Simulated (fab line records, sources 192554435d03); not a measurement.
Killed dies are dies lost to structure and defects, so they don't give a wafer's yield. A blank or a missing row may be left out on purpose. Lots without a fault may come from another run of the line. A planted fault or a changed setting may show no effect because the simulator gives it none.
Chamber matching | flow n5_finfet | N5_BEOL_M7_ETCH_66 on rie_diel-02: 4 sister chambers
The step etches SOC in N2/H2, target depth 80 nm, overetch 16 nm, time 120 s. 4 wafers are shown with their chamber, then 9 later ones without.

WAFERS WITH THEIR CHAMBER
wafer  | chamber | drypump_motor_current_A (A)
L083.2 | 3       | 6.4
L085.3 | 0       | 6.0
L085.4 | 2       | 5.8
L085.6 | 1       | 5.2

WAFERS WITHOUT THEIR CHAMBER
wafer  | drypump_motor_current_A (A)
L088.3 | 5.9
L088.4 | 5.2
L088.6 | 5.9
L091.1 | 5.2
L091.3 | 5.8
L091.6 | 5.2
L092.2 | 5.9
L092.4 | 6.4
L092.6 | 5.2

WHICH CHAMBER EACH WENT THROUGH
wafer  | from the rows above     | in truth
L088.3 | can't be placed: 0 or 2 | 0
L088.4 | 1                       | 1
L088.6 | can't be placed: 0 or 2 | 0
L091.1 | 1                       | 1
L091.3 | 2                       | 2
L091.6 | 1                       | 1
L092.2 | can't be placed: 0 or 2 | 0
L092.4 | 3                       | 3
L092.6 | 1                       | 1
Placed correctly: 6 of 9. Can't be placed from these rows: 3 (the true chamber is among the candidates in 3). Placed wrongly: 0.
How it was worked out, from the rows above alone: a wafer's distance from a chamber is the root of the sum, over the readings, of the square of ((its reading less the chamber's mean) divided by the reading's scatter). The wafer belongs to the nearest chamber; if the next one is less than 2 further off, it can't be placed. A chamber's mean is the mean of its shown wafers. The scatter: with one shown wafer a chamber, the root of the mean of the squares of how far each hidden wafer lies from its nearest shown one.
